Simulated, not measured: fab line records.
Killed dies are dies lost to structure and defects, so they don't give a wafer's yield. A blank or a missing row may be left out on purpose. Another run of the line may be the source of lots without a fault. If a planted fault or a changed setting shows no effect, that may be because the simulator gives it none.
Which tool is to blame? ; flow nand harc ; Sampling: 12 lots, 36 wafers, 3 of 1302 route steps

## WHAT EACH GAUGE READ, for each wafer
NHARC_P_M0_CD_MEAS_09: target cd 90 nm.
lot;measured;on;cd nm (nm)
L075;day 6 09:35;cd sem-01;89.1 89.6 90.0
L077;day 7 10:58;cd sem-03;89.7 89.9 90.2
L079;day 8 05:43;cd sem-03;90.2 89.4 90.2
L081;day 9 06:22;cd sem-01;90.3 90.1 90.7
L083;day 9 19:45;cd sem-02;90.0 90.7 90.2
L085;day 10 16:35;cd sem-03;89.0 89.1 89.5
L087;day 12 05:11;cd sem-02;89.4 89.7 89.1
L088;day 12 07:09;cd sem-02;90.1 89.9 89.6
L091;day 13 06:06;cd sem-02;89.6 89.8 90.7
L093;day 14 03:52;cd sem-02;89.4 89.2 89.6
L095;day 14 16:32;cd sem-02;91.2 90.0 90.7
L096;day 15 12:19;cd sem-02;89.1 89.1 89.1

## WHICH TOOL RAN EACH LOT (tool, then ch and the chambers of the sampled wafers, then the start)
lot;NHARC_P_CONTACT_DEP_00;NHARC_P_CONTACT_CMP_01
L075;pecvd-01 ch 0,1,2, day 6 04:43 or earlier;cmp-02 ch 0,1,2, day 6 04:43
L077;pecvd-03 ch 0,1,2, day 7 05:57 or earlier;cmp-01 ch 0,2,3, day 7 05:57
L079;pecvd-03 ch 1,2, day 8 00:43 or earlier;cmp-03 ch 0,2, day 8 00:43
L081;pecvd-04 ch 1,2, day 9 01:17 or earlier;cmp-01 ch 0,1,3, day 9 01:17
L083;pecvd-04 ch 0,2, day 9 14:54 or earlier;cmp-01 ch 0,1, day 9 14:54
L085;pecvd-01 ch 1,2, day 10 11:35 or earlier;cmp-02 ch 0,1,2, day 10 11:35
L087;pecvd-03 ch 0,2, day 12 00:22 or earlier;cmp-01 ch 2,3, day 12 00:22
L088;pecvd-03 ch 0,1,2, day 12 01:52 or earlier;cmp-01 ch 0,3, day 12 01:52
L091;pecvd-03 ch 0,2, day 13 01:07 or earlier;cmp-03 ch 1,3, day 13 01:07
L093;pecvd-01 ch 0, day 13 22:14;cmp-02 ch 1,3, day 13 22:50
L095;pecvd-04 ch 1,2, day 14 11:34 or earlier;cmp-01 ch 1,3, day 14 11:34
L096;pecvd-01 ch 0,1, day 15 07:23 or earlier;cmp-01 ch 1,2,3, day 15 07:23
- NHARC_P_CONTACT_DEP_00: deposits SiO2, target thk 500 nm.
- NHARC_P_CONTACT_CMP_01: polishes SiO2, target thk 200 nm.

## THE ANSWER, worked out from the rows above alone
Rule: what is usual is taken from the lots themselves. The widest of any qualifying gaps counts: lots, ordered by their means at a reading, are off when they make up no more than a third of the lots, leave a main group of 4 or more, and stand apart from it by 3 or more times the standard deviation of that group's means. If all means in a main group match to the digits the tables above print for the reading, that group is not used. Also off: a lot with no number at a reading for which 4 or more lots have one. Any other lot the step has rows for is counted as sound.
None of the lots is off at any reading shown; this tells nothing.

## WHAT WAS PUT IN BY THE SIMULATOR
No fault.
